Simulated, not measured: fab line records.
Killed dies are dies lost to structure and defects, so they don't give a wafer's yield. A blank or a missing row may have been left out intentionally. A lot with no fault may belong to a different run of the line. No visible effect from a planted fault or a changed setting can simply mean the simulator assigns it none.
Split-lot trial | flow n5 finfet | on a route of 1938 steps: 7 lots, 21 wafers read

== SPLIT DETAILS ==
At N5_BEOL_M5_ETCH_41 (etches SiCN in CH3F/O2, target depth 31.5 nm, time 56.7 s), the setting source w was moved away from the recipe's 395 W on 9 of the 21 wafers read, by -10.4% to +14.5%. All remaining wafers had this setting at the recipe value.

The reading comes from the split's own step.

== THE READING ==
rf vpp V, in V, at N5_BEOL_M5_ETCH_41 (etches SiCN in CH3F/O2, target depth 31.5 nm, time 56.7 s). A value of 297.7 V with a standard deviation of 1.5 V is what fault-free wafers of this fab line usually give.

wafer  | tool, chamber at the split | source w as run, W | against the recipe | rf vpp V, V | against lot-mates on the recipe
L074.1 | rie diel-05, 2             | 395                | recipe             | 296.4       | -
L074.5 | rie diel-05, 1             | 395                | recipe             | 298.2       | -
L074.6 | rie diel-05, 3             | 395                | recipe             | 295.8       | -
L076.4 | rie diel-02, 3             | 437.9              | +10.9%             | 288.6       | -11.2
L076.5 | rie diel-02, 0             | 395                | recipe             | 299.8       | -
L076.6 | rie diel-02, 1             | 437.9              | +10.9%             | 288.4       | -11.4
L081.3 | rie diel-06, 2             | 416.8              | +5.5%              | 291.8       | -5.8
L081.5 | rie diel-06, 3             | 416.8              | +5.5%              | 290.8       | -6.8
L081.6 | rie diel-06, 0             | 395                | recipe             | 297.6       | -
L086.1 | rie diel-05, 3             | 353.9              | -10.4%             | 311.0       | +15.9
L086.3 | rie diel-05, 2             | 395                | recipe             | 295.1       | -
L086.6 | rie diel-05, 0             | 353.9              | -10.4%             | 304.7       | +9.6
L089.1 | rie diel-05, 1             | 395                | recipe             | 299.0       | -
L089.2 | rie diel-05, 0             | 395                | recipe             | 297.4       | -
L089.4 | rie diel-05, 3             | 395                | recipe             | 298.9       | -
L090.1 | rie diel-05, 0             | 452.4              | +14.5%             | 283.7       | no lot-mate on the recipe
L090.3 | rie diel-05, 2             | 452.4              | +14.5%             | 284.5       | no lot-mate on the recipe
L090.5 | rie diel-05, 2             | 452.4              | +14.5%             | 284.9       | no lot-mate on the recipe
L091.2 | rie diel-05, 2             | 395                | recipe             | 296.9       | -
L091.4 | rie diel-05, 0             | 395                | recipe             | 296.3       | -
L091.5 | rie diel-05, 1             | 395                | recipe             | 299.2       | -

FIT RESULTS
A straight line over all 21 wafers: rf vpp V changes by -0.924 V for each +1% of source w; r = -0.97; the points scatter about the line by 1.6 V.
The same after taking each lot's own level away (the mean of its wafers on the recipe; 18 wafers): -1.14 V for each +1%; r = -0.98; scatter 1.4 V.
On that fit, the largest move of source w shifts the reading by 16 V.
From 295.10 to 299.80 V: that is the span of the lots' own levels, equal to 3.1 times the standard deviation above.
So the lot-to-lot level changes the slope: the two fits differ.
Check: with one of the wafers moved furthest among these (+10.9%) left out of the fit, the line predicts -12.4 V for it against its lot-mates. It came out at -11.2 V against them.
Tool readings at the split's step, against how far the setting was moved: rf vpp V r = -0.97.

== THE FILE'S OWN FIT ==
rf vpp V changes by -1.13 V for each +1% of source w, r = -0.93.
